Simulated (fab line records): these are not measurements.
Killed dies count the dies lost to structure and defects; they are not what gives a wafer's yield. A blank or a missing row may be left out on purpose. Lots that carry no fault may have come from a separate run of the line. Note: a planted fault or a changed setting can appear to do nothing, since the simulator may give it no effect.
The tool behind it: which one? :: flow n5Finfet :: 24 lots, 72 wafers sampled, at 6 steps of a route of 1938

## WHAT EACH GAUGE READ, for each wafer
N5_BEOL_M7_THK_MEAS_01.
lot: L075
measured: day 8 20:07
on: filmMetro-01
M7_ILD_THK (nm): 156.4 155.6 154.8

lot: L074
measured: day 8 22:29
on: filmMetro-01
M7_ILD_THK (nm): 154.7 153.5 158.3

lot: L076
measured: day 9 07:02
on: filmMetro-01
M7_ILD_THK (nm): 154.5 154.5 158.2

lot: L077
measured: day 9 12:01
on: filmMetro-02
M7_ILD_THK (nm): 158.8 158.7 157.1

lot: L078
measured: day 9 17:38
on: filmMetro-02
M7_ILD_THK (nm): 153.5 152.5 155.1

lot: L079
measured: day 10 06:59
on: filmMetro-02
M7_ILD_THK (nm): 155.1 157.0 155.6

lot: L080
measured: day 10 08:27
on: filmMetro-02
M7_ILD_THK (nm): 152.4 155.6 156.3

lot: L081
measured: day 11 00:14
on: filmMetro-01
M7_ILD_THK (nm): 156.8 156.5 155.5

lot: L082
measured: day 11 00:19
on: filmMetro-02
M7_ILD_THK (nm): 155.9 153.6 158.1

lot: L083
measured: day 11 11:11
on: filmMetro-02
M7_ILD_THK (nm): 156.2 155.4 159.4

lot: L086
measured: day 11 16:38
on: filmMetro-02
M7_ILD_THK (nm): 157.0 157.1 158.6

lot: L085
measured: day 11 17:13
on: filmMetro-02
M7_ILD_THK (nm): 152.2 151.0 154.1

lot: L084
measured: day 11 17:42
on: filmMetro-02
M7_ILD_THK (nm): 157.1 155.5 153.9

lot: L087
measured: day 12 02:04
on: filmMetro-02
M7_ILD_THK (nm): 155.7 155.3 157.4

lot: L089
measured: day 12 12:47
on: filmMetro-02
M7_ILD_THK (nm): 156.4 157.0 155.4

lot: L088
measured: day 12 13:23
on: filmMetro-01
M7_ILD_THK (nm): 156.7 155.6 158.9

lot: L091
measured: day 12 21:04
on: filmMetro-01
M7_ILD_THK (nm): 155.6 158.0 158.1

lot: L092
measured: day 13 02:59
on: filmMetro-01
M7_ILD_THK (nm): 154.7 155.9 156.9

lot: L090
measured: day 13 03:56
on: filmMetro-01
M7_ILD_THK (nm): 155.1 156.9 158.8

lot: L094
measured: day 14 06:32
on: filmMetro-01
M7_ILD_THK (nm): 153.4 152.8 155.6

lot: L093
measured: day 14 07:01
on: filmMetro-02
M7_ILD_THK (nm): 151.2 154.8 155.0

lot: L095
measured: day 14 07:30
on: filmMetro-01
M7_ILD_THK (nm): 155.3 155.5 156.7

lot: L096
measured: day 14 08:17
on: filmMetro-01
M7_ILD_THK (nm): 153.8 157.5 157.6

lot: L097
measured: day 14 08:23
on: filmMetro-02
M7_ILD_THK (nm): 151.4 152.0 154.0

N5_BEOL_M8_CD_MEAS_11: the cd target is 38.5 nm.
lot: L075
measured: day 9 07:31
on: cdSem-02
cdNm (nm): 38.3 38.6 38.4

lot: L074
measured: day 9 07:40
on: cdSem-01
cdNm (nm): 37.9 38.2 38.5

lot: L076
measured: day 9 16:25
on: cdSem-02
cdNm (nm): 38.2 38.5 38.6

lot: L077
measured: day 9 20:17
on: cdSem-02
cdNm (nm): 38.1 38.4 38.3

lot: L078
measured: day 10 10:33
on: cdSem-03
cdNm (nm): 38.8 38.6 38.7

lot: L079
measured: day 10 16:50
on: cdSem-02
cdNm (nm): 38.1 38.2 39.5

lot: L080
measured: day 10 18:21
on: cdSem-03
cdNm (nm): 38.2 38.4 38.9

lot: L081
measured: day 11 14:10
on: cdSem-02
cdNm (nm): 38.8 38.1 38.5

lot: L082
measured: day 11 14:14
on: cdSem-02
cdNm (nm): 38.1 37.7 38.7

lot: L083
measured: day 11 20:31
on: cdSem-02
cdNm (nm): 38.3 37.9 37.8

lot: L086
measured: day 12 00:16
on: cdSem-03
cdNm (nm): 38.2 37.8 38.0

lot: L085
measured: day 12 03:12
on: cdSem-03
cdNm (nm): 38.7 37.9 38.0

lot: L084
measured: day 12 04:18
on: cdSem-02
cdNm (nm): 38.6 38.8 38.7

lot: L087
measured: day 12 10:46
on: cdSem-03
cdNm (nm): 38.4 38.5 38.0

lot: L089
measured: day 12 23:19
on: cdSem-02
cdNm (nm): 38.1 38.0 38.0

lot: L088
measured: day 13 01:37
on: cdSem-01
cdNm (nm): 38.4 37.7 38.4

lot: L091
measured: day 13 04:55
on: cdSem-03
cdNm (nm): 37.7 38.3 38.2

lot: L092
measured: day 13 10:42
on: cdSem-03
cdNm (nm): 38.2 38.9 39.0

lot: L090
measured: day 13 12:01
on: cdSem-02
cdNm (nm): 38.3 38.3 38.4

lot: L094
measured: day 14 16:48
on: cdSem-03
cdNm (nm): 38.7 38.3 38.3

lot: L093
measured: day 14 17:11
on: cdSem-02
cdNm (nm): 38.2 38.4 38.5

lot: L095
measured: day 14 17:38
on: cdSem-02
cdNm (nm): 38.3 38.2 38.4

lot: L096
measured: day 14 17:49
on: cdSem-01
cdNm (nm): 38.7 38.6 38.4

lot: L097
measured: day 14 17:27
on: cdSem-03
cdNm (nm): 38.0 38.6 38.1

N5_BEOL_M8_RS_MEAS_57: uses a four-point probe to measure.
lot: L075
measured: day 9 14:45
on: filmMetro-02
M8_RS (ohm/sq): 0.280 0.282 0.280

lot: L074
measured: day 9 12:28
on: filmMetro-01
M8_RS (ohm/sq): 0.287 0.272 0.282

lot: L076
measured: day 9 21:26
on: filmMetro-01
M8_RS (ohm/sq): 0.284 0.284 0.271

lot: L077
measured: day 10 07:20
on: filmMetro-02
M8_RS (ohm/sq): 0.281 0.294 0.292

lot: L078
measured: day 10 16:59
on: filmMetro-02
M8_RS (ohm/sq): 0.282 0.269 0.287

lot: L079
measured: day 11 00:04
on: filmMetro-02
M8_RS (ohm/sq): 0.282 0.286 0.284

lot: L080
measured: day 11 03:50
on: filmMetro-02
M8_RS (ohm/sq): 0.289 0.287 0.283

lot: L081
measured: day 11 18:21
on: filmMetro-02
M8_RS (ohm/sq): 0.272 0.293 0.270

lot: L082
measured: day 11 18:45
on: filmMetro-02
M8_RS (ohm/sq): 0.285 0.279 0.289

lot: L083
measured: day 12 02:29
on: filmMetro-02
M8_RS (ohm/sq): 0.283 0.293 0.279

lot: L086
measured: day 12 04:35
on: filmMetro-02
M8_RS (ohm/sq): 0.285 0.281 0.279

lot: L085
measured: day 12 08:33
on: filmMetro-02
M8_RS (ohm/sq): 0.290 0.287 0.278

lot: L084
measured: day 12 09:01
on: filmMetro-02
M8_RS (ohm/sq): 0.297 0.277 0.285

lot: L087
measured: day 12 16:37
on: filmMetro-02
M8_RS (ohm/sq): 0.288 0.287 0.290

lot: L089
measured: day 13 03:28
on: filmMetro-02
M8_RS (ohm/sq): 0.295 0.289 0.299

lot: L088
measured: day 13 06:28
on: filmMetro-02
M8_RS (ohm/sq): 0.275 0.286 0.276

lot: L091
measured: day 13 08:53
on: filmMetro-02
M8_RS (ohm/sq): 0.277 0.273 0.283

lot: L092
measured: day 13 14:40
on: filmMetro-01
M8_RS (ohm/sq): 0.279 0.288 0.280

lot: L090
measured: day 13 18:28
on: filmMetro-01
M8_RS (ohm/sq): 0.297 0.291 0.289

lot: L094
measured: day 14 23:46
on: filmMetro-01
M8_RS (ohm/sq): 0.276 0.281 0.278

lot: L093
measured: day 14 23:53
on: filmMetro-02
M8_RS (ohm/sq): 0.289 0.282 0.299

lot: L095
measured: day 15 00:35
on: filmMetro-02
M8_RS (ohm/sq): 0.292 0.284 0.273

lot: L096
measured: day 15 00:38
on: filmMetro-01
M8_RS (ohm/sq): 0.287 0.287 0.287

lot: L097
measured: day 15 00:08
on: filmMetro-01
M8_RS (ohm/sq): 0.274 0.281 0.277

## WHAT TOOL EACH LOT RAN ON (gives the tool, then ch and the chambers of the sampled wafers, and finally the start)
lot: L075
N5_BEOL_M7_HM_DEP_02: pvdSputter-02, day 8 22:58
N5_BEOL_M8_VIA_ETCH_34: rieDiel-02 ch 0,2,3, day 9 10:29
N5_BEOL_M8_CMP_52: cmp-04 ch 1,3, day 9 14:16

lot: L074
N5_BEOL_M7_HM_DEP_02: pvdSputter-02, day 8 23:22
N5_BEOL_M8_VIA_ETCH_34: rieDiel-04 ch 0,1,2, day 9 10:07
N5_BEOL_M8_CMP_52: cmp-02 ch 1,3, day 9 12:04

lot: L076
N5_BEOL_M7_HM_DEP_02: pvdSputter-03, day 9 07:39
N5_BEOL_M8_VIA_ETCH_34: rieDiel-04 ch 0,2,3, day 9 18:45
N5_BEOL_M8_CMP_52: cmp-02 ch 1,3, day 9 21:01

lot: L077
N5_BEOL_M7_HM_DEP_02: pvdSputter-02, day 9 13:55
N5_BEOL_M8_VIA_ETCH_34: rieDiel-04 ch 1,2, day 10 03:37
N5_BEOL_M8_CMP_52: cmp-01 ch 2,3, day 10 06:54

lot: L078
N5_BEOL_M7_HM_DEP_02: pvdSputter-01, day 9 19:18
N5_BEOL_M8_VIA_ETCH_34: rieDiel-04 ch 1,2,3, day 10 12:55
N5_BEOL_M8_CMP_52: cmp-04 ch 0,1, day 10 16:32

lot: L079
N5_BEOL_M7_HM_DEP_02: pvdSputter-03, day 10 07:26
N5_BEOL_M8_VIA_ETCH_34: rieDiel-04 ch 0,3, day 10 20:15
N5_BEOL_M8_CMP_52: cmp-04 ch 0,3, day 10 23:38

lot: L080
N5_BEOL_M7_HM_DEP_02: pvdSputter-03, day 10 08:34
N5_BEOL_M8_VIA_ETCH_34: rieDiel-06 ch 1,3, day 10 23:38
N5_BEOL_M8_CMP_52: cmp-02 ch 0,1, day 11 03:24

lot: L081
N5_BEOL_M7_HM_DEP_02: pvdSputter-01, day 11 02:02
N5_BEOL_M8_VIA_ETCH_34: rieDiel-04 ch 1,2, day 11 15:20
N5_BEOL_M8_CMP_52: cmp-02 ch 2,3, day 11 17:58

lot: L082
N5_BEOL_M7_HM_DEP_02: pvdSputter-03, day 11 02:02
N5_BEOL_M8_VIA_ETCH_34: rieDiel-02 ch 2,3, day 11 15:39
N5_BEOL_M8_CMP_52: cmp-02 ch 0,3, day 11 18:19

lot: L083
N5_BEOL_M7_HM_DEP_02: pvdSputter-01, day 11 13:35
N5_BEOL_M8_VIA_ETCH_34: rieDiel-02 ch 1,2,3, day 11 22:45
N5_BEOL_M8_CMP_52: cmp-04 ch 0,1,3, day 12 02:05

lot: L086
N5_BEOL_M7_HM_DEP_02: pvdSputter-02, day 11 17:14
N5_BEOL_M8_VIA_ETCH_34: rieDiel-02 ch 0,1,2, day 12 01:33
N5_BEOL_M8_CMP_52: cmp-01 ch 0,3, day 12 04:10

lot: L085
N5_BEOL_M7_HM_DEP_02: pvdSputter-01, day 11 17:29
N5_BEOL_M8_VIA_ETCH_34: rieDiel-06 ch 0,2,3, day 12 04:49
N5_BEOL_M8_CMP_52: cmp-04 ch 0,1,2, day 12 08:07

lot: L084
N5_BEOL_M7_HM_DEP_02: pvdSputter-03, day 11 17:48
N5_BEOL_M8_VIA_ETCH_34: rieDiel-04 ch 1,2,3, day 12 06:01
N5_BEOL_M8_CMP_52: cmp-01 ch 0,2,3, day 12 08:34

lot: L087
N5_BEOL_M7_HM_DEP_02: pvdSputter-02, day 12 02:47
N5_BEOL_M8_VIA_ETCH_34: rieDiel-06 ch 0,1,2, day 12 13:51
N5_BEOL_M8_CMP_52: cmp-01 ch 0,1,2, day 12 16:11

lot: L089
N5_BEOL_M7_HM_DEP_02: pvdSputter-03, day 12 14:09
N5_BEOL_M8_VIA_ETCH_34: rieDiel-02 ch 0,1,2, day 13 00:49
N5_BEOL_M8_CMP_52: cmp-01 ch 0,1,3, day 13 03:07

lot: L088
N5_BEOL_M7_HM_DEP_02: pvdSputter-03, day 12 14:15
N5_BEOL_M8_VIA_ETCH_34: rieDiel-04 ch 0,2, day 13 03:01
N5_BEOL_M8_CMP_52: cmp-01 ch 0,1,3, day 13 06:03

lot: L091
N5_BEOL_M7_HM_DEP_02: pvdSputter-02, day 12 22:35
N5_BEOL_M8_VIA_ETCH_34: rieDiel-04 ch 2,3, day 13 06:22
N5_BEOL_M8_CMP_52: cmp-01 ch 0,2,3, day 13 08:35

lot: L092
N5_BEOL_M7_HM_DEP_02: pvdSputter-03, day 13 03:30
N5_BEOL_M8_VIA_ETCH_34: rieDiel-04 ch 0,1,2, day 13 11:59
N5_BEOL_M8_CMP_52: cmp-04 ch 0,2,3, day 13 14:18

lot: L090
N5_BEOL_M7_HM_DEP_02: pvdSputter-02, day 13 04:31
N5_BEOL_M8_VIA_ETCH_34: rieDiel-06 ch 1,2, day 13 13:14
N5_BEOL_M8_CMP_52: cmp-04 ch 0,3, day 13 18:02

lot: L094
N5_BEOL_M7_HM_DEP_02: pvdSputter-01, day 14 06:38
N5_BEOL_M8_VIA_ETCH_34: rieDiel-04 ch 0,3, day 14 20:23
N5_BEOL_M8_CMP_52: cmp-02 ch 1,2, day 14 23:21

lot: L093
N5_BEOL_M7_HM_DEP_02: pvdSputter-01, day 14 07:11
N5_BEOL_M8_VIA_ETCH_34: rieDiel-06 ch 1,2,3, day 14 20:27
N5_BEOL_M8_CMP_52: cmp-01 ch 0,3, day 14 23:28

lot: L095
N5_BEOL_M7_HM_DEP_02: pvdSputter-03, day 14 08:41
N5_BEOL_M8_VIA_ETCH_34: rieDiel-06 ch 0,2,3, day 14 20:50
N5_BEOL_M8_CMP_52: cmp-04 ch 0,1,2, day 15 00:11

lot: L096
N5_BEOL_M7_HM_DEP_02: pvdSputter-01, day 14 09:41
N5_BEOL_M8_VIA_ETCH_34: rieDiel-02 ch 1,2, day 14 20:53
N5_BEOL_M8_CMP_52: cmp-02 ch 0,1,3, day 15 00:13

lot: L097
N5_BEOL_M7_HM_DEP_02: pvdSputter-01, day 14 09:56
N5_BEOL_M8_VIA_ETCH_34: rieDiel-04 ch 2,3, day 14 20:47
N5_BEOL_M8_CMP_52: cmp-02 ch 1,2, day 14 23:45
- N5_BEOL_M7_HM_DEP_02: deposits TiN, target thk 20 nm.
- N5_BEOL_M8_VIA_ETCH_34: etches SiCOH lowk in C4F6/O2, target depth 125.5 nm, time 50.5 s.
- N5_BEOL_M8_CMP_52: polishes, stops on SiCOH lowk, t overpolish 6.9 s, target thk 80 nm.

## AS READ BY THE TOOLS THEMSELVES (means over the sampled wafers that have a number; for cases with no such wafer, the mark the record gives instead)
N5_BEOL_M7_HM_DEP_02.
lot: L075
tool: pvdSputter-02
throttleValvePct (%): 29.9

lot: L074
tool: pvdSputter-02
throttleValvePct (%): 30.1

lot: L076
tool: pvdSputter-03
throttleValvePct (%): 29.8

lot: L077
tool: pvdSputter-02
throttleValvePct (%): 29.9

lot: L078
tool: pvdSputter-01
throttleValvePct (%): 29.6

lot: L079
tool: pvdSputter-03
throttleValvePct (%): 29.9

lot: L080
tool: pvdSputter-03
throttleValvePct (%): 30.0

lot: L081
tool: pvdSputter-01
throttleValvePct (%): 30.2

lot: L082
tool: pvdSputter-03
throttleValvePct (%): 30.1

lot: L083
tool: pvdSputter-01
throttleValvePct (%): 30.2

lot: L086
tool: pvdSputter-02
throttleValvePct (%): 30.4

lot: L085
tool: pvdSputter-01
throttleValvePct (%): 30.4

lot: L084
tool: pvdSputter-03
throttleValvePct (%): 30.2

lot: L087
tool: pvdSputter-02
throttleValvePct (%): 30.0

lot: L089
tool: pvdSputter-03
throttleValvePct (%): 29.8

lot: L088
tool: pvdSputter-03
throttleValvePct (%): 30.0

lot: L091
tool: pvdSputter-02
throttleValvePct (%): 30.1

lot: L092
tool: pvdSputter-03
throttleValvePct (%): 30.0

lot: L090
tool: pvdSputter-02
throttleValvePct (%): 30.1

lot: L094
tool: pvdSputter-01
throttleValvePct (%): 30.5

lot: L093
tool: pvdSputter-01
throttleValvePct (%): 29.7

lot: L095
tool: pvdSputter-03
throttleValvePct (%): 29.9

lot: L096
tool: pvdSputter-01
throttleValvePct (%): 30.6

lot: L097
tool: pvdSputter-01
throttleValvePct (%): 29.7

N5_BEOL_M8_VIA_ETCH_34.
lot: L075
tool: rieDiel-02
drypumpMotorCurrentA (A): 5.3
oesProductAu (a.u.): 0.86
rfVppV (V): 665
showerheadPlenumPTorr (Torr): 2.96
throttleValvePct (%): 20.81

lot: L074
tool: rieDiel-04
drypumpMotorCurrentA (A): 5.7
oesProductAu (a.u.): 0.81
rfVppV (V): 666
showerheadPlenumPTorr (Torr): 2.87
throttleValvePct (%): 20.71

lot: L076
tool: rieDiel-04
drypumpMotorCurrentA (A): 5.6
oesProductAu (a.u.): 0.84
rfVppV (V): 669
showerheadPlenumPTorr (Torr): 2.89
throttleValvePct (%): 20.68

lot: L077
tool: rieDiel-04
drypumpMotorCurrentA (A): 5.4
oesProductAu (a.u.): 0.76
rfVppV (V): 660
showerheadPlenumPTorr (Torr): 2.84
throttleValvePct (%): 20.88

lot: L078
tool: rieDiel-04
drypumpMotorCurrentA (A): 5.4
oesProductAu (a.u.): 0.79
rfVppV (V): 665
showerheadPlenumPTorr (Torr): 2.85
throttleValvePct (%): 20.87

lot: L079
tool: rieDiel-04
drypumpMotorCurrentA (A): 6.0
oesProductAu (a.u.): 0.80
rfVppV (V): 673
showerheadPlenumPTorr (Torr): 2.88
throttleValvePct (%): 20.63

lot: L080
tool: rieDiel-06
drypumpMotorCurrentA (A): 5.2
oesProductAu (a.u.): 0.81
rfVppV (V): 663
showerheadPlenumPTorr (Torr): 2.87
throttleValvePct (%): 20.94

lot: L081
tool: rieDiel-04
drypumpMotorCurrentA (A): 5.3
oesProductAu (a.u.): 0.81
rfVppV (V): 662
showerheadPlenumPTorr (Torr): 2.86
throttleValvePct (%): 20.80

lot: L082
tool: rieDiel-02
drypumpMotorCurrentA (A): 5.2
oesProductAu (a.u.): 0.80
rfVppV (V): 663
showerheadPlenumPTorr (Torr): 2.89
throttleValvePct (%): 20.90

lot: L083
tool: rieDiel-02
drypumpMotorCurrentA (A): 5.8
oesProductAu (a.u.): 0.84
rfVppV (V): 662
showerheadPlenumPTorr (Torr): 2.87
throttleValvePct (%): 20.79

lot: L086
tool: rieDiel-02
drypumpMotorCurrentA (A): 5.5
oesProductAu (a.u.): 0.85
rfVppV (V): 660
showerheadPlenumPTorr (Torr): 2.88
throttleValvePct (%): 20.87

lot: L085
tool: rieDiel-06
drypumpMotorCurrentA (A): 5.6
oesProductAu (a.u.): 0.83
rfVppV (V): 660
showerheadPlenumPTorr (Torr): 2.79
throttleValvePct (%): 20.84

lot: L084
tool: rieDiel-04
drypumpMotorCurrentA (A): 5.4
oesProductAu (a.u.): 0.77
rfVppV (V): 664
showerheadPlenumPTorr (Torr): 2.85
throttleValvePct (%): 20.91

lot: L087
tool: rieDiel-06
drypumpMotorCurrentA (A): 5.7
oesProductAu (a.u.): 0.78
rfVppV (V): 663
showerheadPlenumPTorr (Torr): 2.82
throttleValvePct (%): 20.92

lot: L089
tool: rieDiel-02
drypumpMotorCurrentA (A): 5.6
oesProductAu (a.u.): 0.85
rfVppV (V): 660
showerheadPlenumPTorr (Torr): 2.88
throttleValvePct (%): 20.87

lot: L088
tool: rieDiel-04
drypumpMotorCurrentA (A): 5.9
oesProductAu (a.u.): 0.80
rfVppV (V): 671
showerheadPlenumPTorr (Torr): 2.88
throttleValvePct (%): 20.58

lot: L091
tool: rieDiel-04
drypumpMotorCurrentA (A): 5.3
oesProductAu (a.u.): 0.81
rfVppV (V): 666
showerheadPlenumPTorr (Torr): 2.87
throttleValvePct (%): 20.82

lot: L092
tool: rieDiel-04
drypumpMotorCurrentA (A): 5.6
oesProductAu (a.u.): 0.77
rfVppV (V): 665
showerheadPlenumPTorr (Torr): 2.85
throttleValvePct (%): 20.75

lot: L090
tool: rieDiel-06
drypumpMotorCurrentA (A): 5.6
oesProductAu (a.u.): 0.82
rfVppV (V): 665
showerheadPlenumPTorr (Torr): 2.85
throttleValvePct (%): 20.92

lot: L094
tool: rieDiel-04
drypumpMotorCurrentA (A): 5.8
oesProductAu (a.u.): 0.75
rfVppV (V): 673
showerheadPlenumPTorr (Torr): 2.85
throttleValvePct (%): 20.85

lot: L093
tool: rieDiel-06
drypumpMotorCurrentA (A): 5.5
oesProductAu (a.u.): 0.83
rfVppV (V): 661
showerheadPlenumPTorr (Torr): 2.81
throttleValvePct (%): 20.87

lot: L095
tool: rieDiel-06
drypumpMotorCurrentA (A): 5.6
oesProductAu (a.u.): 0.90
rfVppV (V): 661
showerheadPlenumPTorr (Torr): 2.78
throttleValvePct (%): 20.76

lot: L096
tool: rieDiel-02
drypumpMotorCurrentA (A): 5.6
oesProductAu (a.u.): 0.78
rfVppV (V): 657
showerheadPlenumPTorr (Torr): 2.81
throttleValvePct (%): 20.96

lot: L097
tool: rieDiel-04
drypumpMotorCurrentA (A): 5.3
oesProductAu (a.u.): 0.79
rfVppV (V): 666
showerheadPlenumPTorr (Torr): 2.86
throttleValvePct (%): 20.83

N5_BEOL_M8_CMP_52.
lot: L075
tool: cmp-04
barrierFieldEndpointS (s): 29.1
clearingPlatenDownForcePsi (psi): 1.4975
motorCurrentA (A): 6.3
overpolishRunS (s): 6.900
timeToEndpointS (s): 63.2

lot: L074
tool: cmp-02
barrierFieldEndpointS (s): 29.5
clearingPlatenDownForcePsi (psi): 1.5012
motorCurrentA (A): 6.8
overpolishRunS (s): 6.900
timeToEndpointS (s): 62.7

lot: L076
tool: cmp-02
barrierFieldEndpointS (s): 29.2
clearingPlatenDownForcePsi (psi): 1.4984
motorCurrentA (A): 7.3
overpolishRunS (s): 6.901
timeToEndpointS (s): 62.7

lot: L077
tool: cmp-01
barrierFieldEndpointS (s): 28.9
clearingPlatenDownForcePsi (psi): 1.4975
motorCurrentA (A): 5.6
overpolishRunS (s): 6.894
timeToEndpointS (s): 61.5

lot: L078
tool: cmp-04
barrierFieldEndpointS (s): 29.8
clearingPlatenDownForcePsi (psi): 1.4981
motorCurrentA (A): 6.1
overpolishRunS (s): 6.901
timeToEndpointS (s): 63.1

lot: L079
tool: cmp-04
barrierFieldEndpointS (s): 30.0
clearingPlatenDownForcePsi (psi): 1.5025
motorCurrentA (A): 6.0
overpolishRunS (s): 6.911
timeToEndpointS (s): 64.7

lot: L080
tool: cmp-02
barrierFieldEndpointS (s): 29.3
clearingPlatenDownForcePsi (psi): 1.5000
motorCurrentA (A): 6.6
overpolishRunS (s): 6.905
timeToEndpointS (s): 61.4

lot: L081
tool: cmp-02
barrierFieldEndpointS (s): 30.2
clearingPlatenDownForcePsi (psi): 1.4998
motorCurrentA (A): 7.4
overpolishRunS (s): 6.890
timeToEndpointS (s): 64.7

lot: L082
tool: cmp-02
barrierFieldEndpointS (s): 29.4
clearingPlatenDownForcePsi (psi): 1.5011
motorCurrentA (A): 7.3
overpolishRunS (s): 6.903
timeToEndpointS (s): 62.2

lot: L083
tool: cmp-04
barrierFieldEndpointS (s): 28.7
clearingPlatenDownForcePsi (psi): 1.5008
motorCurrentA (A): 6.1
overpolishRunS (s): 6.888
timeToEndpointS (s): 60.9

lot: L086
tool: cmp-01
barrierFieldEndpointS (s): 28.5
clearingPlatenDownForcePsi (psi): 1.5018
motorCurrentA (A): 5.8
overpolishRunS (s): 6.905
timeToEndpointS (s): 60.0

lot: L085
tool: cmp-04
barrierFieldEndpointS (s): 28.6
clearingPlatenDownForcePsi (psi): 1.5026
motorCurrentA (A): 6.0
overpolishRunS (s): 6.893
timeToEndpointS (s): 62.2

lot: L084
tool: cmp-01
barrierFieldEndpointS (s): 28.6
clearingPlatenDownForcePsi (psi): 1.4984
motorCurrentA (A): 5.6
overpolishRunS (s): 6.905
timeToEndpointS (s): 61.3

lot: L087
tool: cmp-01
barrierFieldEndpointS (s): 28.7
clearingPlatenDownForcePsi (psi): 1.5012
motorCurrentA (A): 5.7
overpolishRunS (s): 6.894
timeToEndpointS (s): 62.0

lot: L089
tool: cmp-01
barrierFieldEndpointS (s): 29.3
clearingPlatenDownForcePsi (psi): 1.4993
motorCurrentA (A): 6.2
overpolishRunS (s): 6.900
timeToEndpointS (s): 64.3

lot: L088
tool: cmp-01
barrierFieldEndpointS (s): 28.7
clearingPlatenDownForcePsi (psi): 1.5013
motorCurrentA (A): 6.1
overpolishRunS (s): 6.904
timeToEndpointS (s): 61.1

lot: L091
tool: cmp-01
barrierFieldEndpointS (s): 28.7
clearingPlatenDownForcePsi (psi): 1.5012
motorCurrentA (A): 5.6
overpolishRunS (s): 6.910
timeToEndpointS (s): 60.2

lot: L092
tool: cmp-04
barrierFieldEndpointS (s): 28.8
clearingPlatenDownForcePsi (psi): 1.5000
motorCurrentA (A): 6.1
overpolishRunS (s): 6.902
timeToEndpointS (s): 62.6

lot: L090
tool: cmp-04
barrierFieldEndpointS (s): 28.4
clearingPlatenDownForcePsi (psi): 1.5017
motorCurrentA (A): 6.0
overpolishRunS (s): 6.907
timeToEndpointS (s): 62.5

lot: L094
tool: cmp-02
barrierFieldEndpointS (s): 29.0
clearingPlatenDownForcePsi (psi): 1.4989
motorCurrentA (A): 6.3
overpolishRunS (s): 6.894
timeToEndpointS (s): 64.7

lot: L093
tool: cmp-01
barrierFieldEndpointS (s): 28.7
clearingPlatenDownForcePsi (psi): 1.5002
motorCurrentA (A): 5.8
overpolishRunS (s): 6.895
timeToEndpointS (s): 59.4

lot: L095
tool: cmp-04
barrierFieldEndpointS (s): 28.8
clearingPlatenDownForcePsi (psi): 1.4987
motorCurrentA (A): 6.3
overpolishRunS (s): 6.896
timeToEndpointS (s): 61.5

lot: L096
tool: cmp-02
barrierFieldEndpointS (s): 29.3
clearingPlatenDownForcePsi (psi): 1.5011
motorCurrentA (A): 6.9
overpolishRunS (s): 6.901
timeToEndpointS (s): 63.3

lot: L097
tool: cmp-02
barrierFieldEndpointS (s): 29.5
clearingPlatenDownForcePsi (psi): 1.5029
motorCurrentA (A): 6.3
overpolishRunS (s): 6.899
timeToEndpointS (s): 61.5

## THE ANSWER, worked out from the rows above alone
Rule: what is usual is taken from the lots themselves. Put in order of their means at a reading, lots are off if they are a third of the lots or fewer, leave a main group of 4 or more, and stand apart from it by a gap of 3 or more times the standard deviation of the main group's means; of several such gaps the widest counts. A main group whose means are all the same, to the digits that the tables above print for the reading, isn't used. Also off: a lot with no number at a reading for which 4 or more lots have one. All remaining lots with rows at the step are treated as sound. Order of review: gauges by route order, followed by the tools' own readings, for which a lot's mean as printed above is used. The first step at which some lot is off is used, and at that step the reading that is off furthest; a lot without a number counts as furthest.
No lot is off at any reading shown: from this, nothing can be told.

## WHAT WAS PUT IN BY THE SIMULATOR
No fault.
